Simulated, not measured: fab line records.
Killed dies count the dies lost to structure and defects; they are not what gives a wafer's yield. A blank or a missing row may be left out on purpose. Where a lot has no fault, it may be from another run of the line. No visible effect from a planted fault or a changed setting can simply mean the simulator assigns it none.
Which of the tools did it? / flow n5-finfet / 14 lots, 42 wafers sampled, at 6 steps of a route of 1938

WHAT THE GAUGES SHOWED, per wafer
N5_BEOL_M6_CD_MEAS_18: pitch 80 nm, target cd 40 nm.
lot=L654; measured=day 8 13:54; on=cd-sem-01; cd-nm (nm)=39.4 40.0 39.0
lot=L656; measured=day 8 16:35; on=cd-sem-03; cd-nm (nm)=40.9 41.3 40.5
lot=L655; measured=day 8 22:37; on=cd-sem-02; cd-nm (nm)=41.0 39.7 40.0
lot=L657; measured=day 9 02:21; on=cd-sem-01; cd-nm (nm)=40.2 40.4 39.5
lot=L659; measured=day 9 11:59; on=cd-sem-02; cd-nm (nm)=40.5 39.7 40.1
lot=L660; measured=day 10 04:49; on=cd-sem-01; cd-nm (nm)=40.5 39.6 39.9
lot=L661; measured=day 10 08:32; on=cd-sem-01; cd-nm (nm)=40.0 39.5 39.1
lot=L663; measured=day 10 19:41; on=cd-sem-02; cd-nm (nm)=40.4 39.2 40.2
lot=L664; measured=day 11 04:46; on=cd-sem-01; cd-nm (nm)=40.2 39.9 40.3
lot=L665; measured=day 11 13:01; on=cd-sem-02; cd-nm (nm)=39.9 39.7 39.9
lot=L666; measured=day 11 17:38; on=cd-sem-03; cd-nm (nm)=- - -
lot=L667; measured=day 11 21:56; on=cd-sem-03; cd-nm (nm)=- - -
lot=L676; measured=day 14 02:54; on=cd-sem-02; cd-nm (nm)=39.6 40.5 40.1
lot=L677; measured=day 14 19:35; on=cd-sem-01; cd-nm (nm)=40.0 39.5 39.0

TOOL THAT RAN EACH LOT (tool first, then ch and the chambers of the sampled wafers, then the start)
lot=L654; N5_BEOL_M5_ANNEAL_89=pvd-sputter-01, day 8 09:29; N5_BEOL_M5_ANNEAL_51=rtp-anneal-01 ch 0, day 8 10:44; N5_BEOL_M5_DEP_56=pecvd-04 ch 0,2, day 8 11:29; N5_BEOL_M6_HM_DEP_02=pvd-sputter-01, day 8 12:46; N5_BEOL_M6_HM_OPEN_17=rie-metal-01 ch 1, day 8 13:43
lot=L656; N5_BEOL_M5_ANNEAL_89=pvd-sputter-03, day 8 11:23; N5_BEOL_M5_ANNEAL_51=rtp-anneal-02 ch 0, day 8 12:38; N5_BEOL_M5_DEP_56=pecvd-02 ch 0,2, day 8 13:37; N5_BEOL_M6_HM_DEP_02=pvd-sputter-02, day 8 15:33; N5_BEOL_M6_HM_OPEN_17=rie-metal-02 ch 0,1, day 8 16:25
lot=L655; N5_BEOL_M5_ANNEAL_89=pvd-sputter-01, day 8 16:47; N5_BEOL_M5_ANNEAL_51=rtp-anneal-02 ch 0, day 8 18:02; N5_BEOL_M5_DEP_56=pecvd-02 ch 0,2, day 8 18:47; N5_BEOL_M6_HM_DEP_02=pvd-sputter-02, day 8 21:34; N5_BEOL_M6_HM_OPEN_17=rie-metal-01 ch 0,1, day 8 22:26
lot=L657; N5_BEOL_M5_ANNEAL_89=pvd-sputter-02, day 8 20:01; N5_BEOL_M5_ANNEAL_51=rtp-anneal-02 ch 0, day 8 21:16; N5_BEOL_M5_DEP_56=pecvd-01 ch 0,1,2, day 8 22:00; N5_BEOL_M6_HM_DEP_02=pvd-sputter-03, day 9 00:41; N5_BEOL_M6_HM_OPEN_17=rie-metal-01 ch 0,1, day 9 01:58
lot=L659; N5_BEOL_M5_ANNEAL_89=pvd-sputter-03, day 9 07:55; N5_BEOL_M5_ANNEAL_51=rtp-anneal-02 ch 0, day 9 09:07; N5_BEOL_M5_DEP_56=pecvd-02 ch 0,2, day 9 09:55; N5_BEOL_M6_HM_DEP_02=pvd-sputter-02, day 9 10:58; N5_BEOL_M6_HM_OPEN_17=rie-metal-03 ch 0,1, day 9 11:48
lot=L660; N5_BEOL_M5_ANNEAL_89=pvd-sputter-01, day 9 21:26; N5_BEOL_M5_ANNEAL_51=rtp-anneal-01 ch 0, day 9 22:40; N5_BEOL_M5_DEP_56=pecvd-04 ch 0,1,2, day 9 23:28; N5_BEOL_M6_HM_DEP_02=pvd-sputter-01, day 10 03:40; N5_BEOL_M6_HM_OPEN_17=rie-metal-02 ch 0,1, day 10 04:37
lot=L661; N5_BEOL_M5_ANNEAL_89=pvd-sputter-03, day 10 03:49; N5_BEOL_M5_ANNEAL_51=rtp-anneal-02 ch 0, day 10 05:02; N5_BEOL_M5_DEP_56=pecvd-04 ch 0,1,2, day 10 05:49; N5_BEOL_M6_HM_DEP_02=pvd-sputter-01, day 10 07:16; N5_BEOL_M6_HM_OPEN_17=rie-metal-01 ch 0, day 10 08:07
lot=L663; N5_BEOL_M5_ANNEAL_89=pvd-sputter-02, day 10 12:52; N5_BEOL_M5_ANNEAL_51=rtp-anneal-01 ch 0, day 10 14:04; N5_BEOL_M5_DEP_56=pecvd-04 ch 0,1, day 10 14:51; N5_BEOL_M6_HM_DEP_02=pvd-sputter-02, day 10 18:33; N5_BEOL_M6_HM_OPEN_17=rie-metal-02 ch 0,1, day 10 19:17
lot=L664; N5_BEOL_M5_ANNEAL_89=pvd-sputter-03, day 11 00:34; N5_BEOL_M5_ANNEAL_51=rtp-anneal-02 ch 0, day 11 01:52; N5_BEOL_M5_DEP_56=pecvd-04 ch 1,2, day 11 02:34; N5_BEOL_M6_HM_DEP_02=pvd-sputter-03, day 11 03:50; N5_BEOL_M6_HM_OPEN_17=rie-metal-02 ch 0,1, day 11 04:37
lot=L665; N5_BEOL_M5_ANNEAL_89=pvd-sputter-02, day 11 07:03; N5_BEOL_M5_ANNEAL_51=rtp-anneal-02 ch 0, day 11 08:16; N5_BEOL_M5_DEP_56=pecvd-01 ch 0,2, day 11 09:08; N5_BEOL_M6_HM_DEP_02=pvd-sputter-03, day 11 12:05; N5_BEOL_M6_HM_OPEN_17=rie-metal-02 ch 0,1, day 11 12:50
lot=L666; N5_BEOL_M5_ANNEAL_89=pvd-sputter-03, day 11 10:13; N5_BEOL_M5_ANNEAL_51=rtp-anneal-01 ch 0, day 11 11:25; N5_BEOL_M5_DEP_56=pecvd-04 ch 0,1,2, day 11 12:13; N5_BEOL_M6_HM_DEP_02=pvd-sputter-02, day 11 16:26; N5_BEOL_M6_HM_OPEN_17=rie-metal-01 ch 1, day 11 17:17
lot=L667; N5_BEOL_M5_ANNEAL_89=pvd-sputter-02, day 11 15:20; N5_BEOL_M5_ANNEAL_51=rtp-anneal-02 ch 0, day 11 16:38; N5_BEOL_M5_DEP_56=pecvd-04 ch 1,2, day 11 17:20; N5_BEOL_M6_HM_DEP_02=pvd-sputter-02, day 11 20:43; N5_BEOL_M6_HM_OPEN_17=rie-metal-03 ch 0, day 11 21:40
lot=L676; N5_BEOL_M5_ANNEAL_89=pvd-sputter-01, day 13 19:22; N5_BEOL_M5_ANNEAL_51=rtp-anneal-01 ch 0, day 13 20:38; N5_BEOL_M5_DEP_56=pecvd-02 ch 0,1,2, day 13 21:22; N5_BEOL_M6_HM_DEP_02=pvd-sputter-02, day 14 01:50; N5_BEOL_M6_HM_OPEN_17=rie-metal-01 ch 0,1, day 14 02:43
lot=L677; N5_BEOL_M5_ANNEAL_89=pvd-sputter-03, day 14 11:32; N5_BEOL_M5_ANNEAL_51=rtp-anneal-02 ch 0, day 14 12:45; N5_BEOL_M5_DEP_56=pecvd-04 ch 1,2, day 14 13:32; N5_BEOL_M6_HM_DEP_02=pvd-sputter-03, day 14 15:22; N5_BEOL_M6_HM_OPEN_17=rie-metal-03 ch 0,1, day 14 19:12
- N5_BEOL_M5_ANNEAL_89: time 1800 s.
- N5_BEOL_M5_ANNEAL_51: time 90 s.
- N5_BEOL_M5_DEP_56: deposits SiCN from 3MS/NH3, target thk 8 nm, time 14 s.
- N5_BEOL_M6_HM_DEP_02: deposits TiN, target thk 20 nm.
- N5_BEOL_M6_HM_OPEN_17: chemistry Cl2/BCl3, target TiN, target depth 20 nm, overetch 6 nm.

WHAT THE TOOLS THEMSELVES READ (means of the sampled wafers that have a number; where no wafer has one, the mark that the record gives instead)
N5_BEOL_M5_ANNEAL_89.
lot=L654; tool=pvd-sputter-01; heater-power-w (W)=812
lot=L656; tool=pvd-sputter-03; heater-power-w (W)=822
lot=L655; tool=pvd-sputter-01; heater-power-w (W)=861
lot=L657; tool=pvd-sputter-02; heater-power-w (W)=900
lot=L659; tool=pvd-sputter-03; heater-power-w (W)=822
lot=L660; tool=pvd-sputter-01; heater-power-w (W)=867
lot=L661; tool=pvd-sputter-03; heater-power-w (W)=802
lot=L663; tool=pvd-sputter-02; heater-power-w (W)=894
lot=L664; tool=pvd-sputter-03; heater-power-w (W)=819
lot=L665; tool=pvd-sputter-02; heater-power-w (W)=843
lot=L666; tool=pvd-sputter-03; heater-power-w (W)=802
lot=L667; tool=pvd-sputter-02; heater-power-w (W)=864
lot=L676; tool=pvd-sputter-01; heater-power-w (W)=881
lot=L677; tool=pvd-sputter-03; heater-power-w (W)=794

N5_BEOL_M5_ANNEAL_51.
lot=L654 tool=rtp-anneal-01 wafer_temp_C_max=226.07
lot=L656 tool=rtp-anneal-02 wafer_temp_C_max=226.27
lot=L655 tool=rtp-anneal-02 wafer_temp_C_max=226.21
lot=L657 tool=rtp-anneal-02 wafer_temp_C_max=225.88
lot=L659 tool=rtp-anneal-02 wafer_temp_C_max=225.91
lot=L660 tool=rtp-anneal-01 wafer_temp_C_max=226.12
lot=L661 tool=rtp-anneal-02 wafer_temp_C_max=225.94
lot=L663 tool=rtp-anneal-01 wafer_temp_C_max=226.06
lot=L664 tool=rtp-anneal-02 wafer_temp_C_max=226.04
lot=L665 tool=rtp-anneal-02 wafer_temp_C_max=225.93
lot=L666 tool=rtp-anneal-01 wafer_temp_C_max=225.99
lot=L667 tool=rtp-anneal-02 wafer_temp_C_max=226.16
lot=L676 tool=rtp-anneal-01 wafer_temp_C_max=225.99
lot=L677 tool=rtp-anneal-02 wafer_temp_C_max=226.10

N5_BEOL_M5_DEP_56.
lot=L654; tool=pecvd-04; chamber-pressure-Torr (Torr)=3.002; rf-fwd-power-W (W)=199.2; showerhead-plenum-p-Torr (Torr)=3.668; throttle-valve-pct (%)=8.5
lot=L656; tool=pecvd-02; chamber-pressure-Torr (Torr)=3.000; rf-fwd-power-W (W)=199.0; showerhead-plenum-p-Torr (Torr)=3.685; throttle-valve-pct (%)=9.1
lot=L655; tool=pecvd-02; chamber-pressure-Torr (Torr)=2.995; rf-fwd-power-W (W)=198.6; showerhead-plenum-p-Torr (Torr)=3.688; throttle-valve-pct (%)=9.0
lot=L657; tool=pecvd-01; chamber-pressure-Torr (Torr)=3.001; rf-fwd-power-W (W)=199.3; showerhead-plenum-p-Torr (Torr)=3.648; throttle-valve-pct (%)=8.8
lot=L659; tool=pecvd-02; chamber-pressure-Torr (Torr)=2.997; rf-fwd-power-W (W)=198.8; showerhead-plenum-p-Torr (Torr)=3.691; throttle-valve-pct (%)=9.2
lot=L660; tool=pecvd-04; chamber-pressure-Torr (Torr)=3.007; rf-fwd-power-W (W)=199.5; showerhead-plenum-p-Torr (Torr)=3.662; throttle-valve-pct (%)=8.8
lot=L661; tool=pecvd-04; chamber-pressure-Torr (Torr)=3.001; rf-fwd-power-W (W)=199.7; showerhead-plenum-p-Torr (Torr)=3.669; throttle-valve-pct (%)=8.9
lot=L663; tool=pecvd-04; chamber-pressure-Torr (Torr)=3.003; rf-fwd-power-W (W)=200.6; showerhead-plenum-p-Torr (Torr)=3.666; throttle-valve-pct (%)=9.1
lot=L664; tool=pecvd-04; chamber-pressure-Torr (Torr)=2.996; rf-fwd-power-W (W)=199.8; showerhead-plenum-p-Torr (Torr)=3.661; throttle-valve-pct (%)=8.7
lot=L665; tool=pecvd-01; chamber-pressure-Torr (Torr)=3.004; rf-fwd-power-W (W)=198.9; showerhead-plenum-p-Torr (Torr)=3.647; throttle-valve-pct (%)=8.8
lot=L666; tool=pecvd-04; chamber-pressure-Torr (Torr)=3.000; rf-fwd-power-W (W)=199.8; showerhead-plenum-p-Torr (Torr)=3.667; throttle-valve-pct (%)=8.7
lot=L667; tool=pecvd-04; chamber-pressure-Torr (Torr)=3.000; rf-fwd-power-W (W)=199.9; showerhead-plenum-p-Torr (Torr)=3.660; throttle-valve-pct (%)=8.6
lot=L676; tool=pecvd-02; chamber-pressure-Torr (Torr)=3.005; rf-fwd-power-W (W)=200.5; showerhead-plenum-p-Torr (Torr)=3.678; throttle-valve-pct (%)=9.1
lot=L677; tool=pecvd-04; chamber-pressure-Torr (Torr)=3.001; rf-fwd-power-W (W)=198.7; showerhead-plenum-p-Torr (Torr)=3.658; throttle-valve-pct (%)=8.5

N5_BEOL_M6_HM_DEP_02.
lot=L654; tool=pvd-sputter-01; chamber-pressure-pa (Pa)=0.4999; substrate-temp-c (C)=24.91; throttle-valve-pct (%)=30.0
lot=L656; tool=pvd-sputter-02; chamber-pressure-pa (Pa)=0.4996; substrate-temp-c (C)=25.01; throttle-valve-pct (%)=29.1
lot=L655; tool=pvd-sputter-02; chamber-pressure-pa (Pa)=0.4997; substrate-temp-c (C)=25.04; throttle-valve-pct (%)=29.3
lot=L657; tool=pvd-sputter-03; chamber-pressure-pa (Pa)=0.5001; substrate-temp-c (C)=24.95; throttle-valve-pct (%)=30.6
lot=L659; tool=pvd-sputter-02; chamber-pressure-pa (Pa)=0.4996; substrate-temp-c (C)=24.95; throttle-valve-pct (%)=29.1
lot=L660; tool=pvd-sputter-01; chamber-pressure-pa (Pa)=0.4995; substrate-temp-c (C)=25.05; throttle-valve-pct (%)=29.9
lot=L661; tool=pvd-sputter-01; chamber-pressure-pa (Pa)=0.4996; substrate-temp-c (C)=24.92; throttle-valve-pct (%)=29.9
lot=L663; tool=pvd-sputter-02; chamber-pressure-pa (Pa)=0.5007; substrate-temp-c (C)=25.07; throttle-valve-pct (%)=29.2
lot=L664; tool=pvd-sputter-03; chamber-pressure-pa (Pa)=0.4993; substrate-temp-c (C)=24.86; throttle-valve-pct (%)=30.7
lot=L665; tool=pvd-sputter-03; chamber-pressure-pa (Pa)=0.4990; substrate-temp-c (C)=25.02; throttle-valve-pct (%)=29.6
lot=L666; tool=pvd-sputter-02; chamber-pressure-pa (Pa)=-; substrate-temp-c (C)=-; throttle-valve-pct (%)=-
lot=L667; tool=pvd-sputter-02; chamber-pressure-pa (Pa)=-; substrate-temp-c (C)=-; throttle-valve-pct (%)=-
lot=L676; tool=pvd-sputter-02; chamber-pressure-pa (Pa)=0.4994; substrate-temp-c (C)=25.06; throttle-valve-pct (%)=28.9
lot=L677; tool=pvd-sputter-03; chamber-pressure-pa (Pa)=0.4993; substrate-temp-c (C)=25.03; throttle-valve-pct (%)=30.6

N5_BEOL_M6_HM_OPEN_17.
lot=L654; tool=rie-metal-01; drypump-motor-current-A (A)=6.1; oes-product-au (a.u.)=0.56; throttle-valve-pct (%)=22.54
lot=L656; tool=rie-metal-02; drypump-motor-current-A (A)=5.8; oes-product-au (a.u.)=0.61; throttle-valve-pct (%)=22.27
lot=L655; tool=rie-metal-01; drypump-motor-current-A (A)=5.8; oes-product-au (a.u.)=0.53; throttle-valve-pct (%)=22.41
lot=L657; tool=rie-metal-01; drypump-motor-current-A (A)=5.9; oes-product-au (a.u.)=0.56; throttle-valve-pct (%)=22.46
lot=L659; tool=rie-metal-03; drypump-motor-current-A (A)=5.3; oes-product-au (a.u.)=0.69; throttle-valve-pct (%)=22.18
lot=L660; tool=rie-metal-02; drypump-motor-current-A (A)=5.8; oes-product-au (a.u.)=0.60; throttle-valve-pct (%)=22.28
lot=L661; tool=rie-metal-01; drypump-motor-current-A (A)=5.6; oes-product-au (a.u.)=0.50; throttle-valve-pct (%)=22.36
lot=L663; tool=rie-metal-02; drypump-motor-current-A (A)=5.4; oes-product-au (a.u.)=0.63; throttle-valve-pct (%)=22.17
lot=L664; tool=rie-metal-02; drypump-motor-current-A (A)=5.8; oes-product-au (a.u.)=0.60; throttle-valve-pct (%)=22.28
lot=L665; tool=rie-metal-02; drypump-motor-current-A (A)=5.4; oes-product-au (a.u.)=0.62; throttle-valve-pct (%)=22.17
lot=L666; tool=rie-metal-01; drypump-motor-current-A (A)=6.1; oes-product-au (a.u.)=0.25; throttle-valve-pct (%)=23.19
lot=L667; tool=rie-metal-03; drypump-motor-current-A (A)=5.7; oes-product-au (a.u.)=0.22; throttle-valve-pct (%)=23.10
lot=L676; tool=rie-metal-01; drypump-motor-current-A (A)=5.9; oes-product-au (a.u.)=0.63; throttle-valve-pct (%)=22.45
lot=L677; tool=rie-metal-03; drypump-motor-current-A (A)=5.3; oes-product-au (a.u.)=0.77; throttle-valve-pct (%)=22.02

THE ANSWER, worked out from the rows above alone
Rule: the lots themselves supply what counts as usual. The widest of any qualifying gaps counts: lots, ordered by their means at a reading, are off when they make up no more than a third of the lots, leave a main group of 4 or more, and stand apart from it by 3 or more times the standard deviation of that group's means. Not used: any main group whose means are identical at the precision the tables above print for the reading. A lot without any number at a reading at which 4 lots or more have one is off too. The other lots that the step has rows for count as sound. The gauges are gone through in route order, then the tools' own readings, and for those a lot's mean is taken as printed above. The first step at which some lot is off is used, and at that step the reading that is off furthest; a lot without a number counts as furthest.
Off at N5_BEOL_M6_CD_MEAS_18 (cd-nm): L666, L667. Without a number there: L666, L667. For the main group the mean is 40.0 nm and the standard deviation 0.37.
A tool fits if, at a process step before that reading, it ran every lot that is off, and no sound lot after the first of them. The gauges at N5_BEOL_M6_CD_MEAS_18 aren't tried: what is off there is off at N5_BEOL_M6_HM_DEP_02 too, on other tools, and a gauge's error can't cause that. Of those tried, none fits.

WHAT THE SIMULATOR HAD INSERTED
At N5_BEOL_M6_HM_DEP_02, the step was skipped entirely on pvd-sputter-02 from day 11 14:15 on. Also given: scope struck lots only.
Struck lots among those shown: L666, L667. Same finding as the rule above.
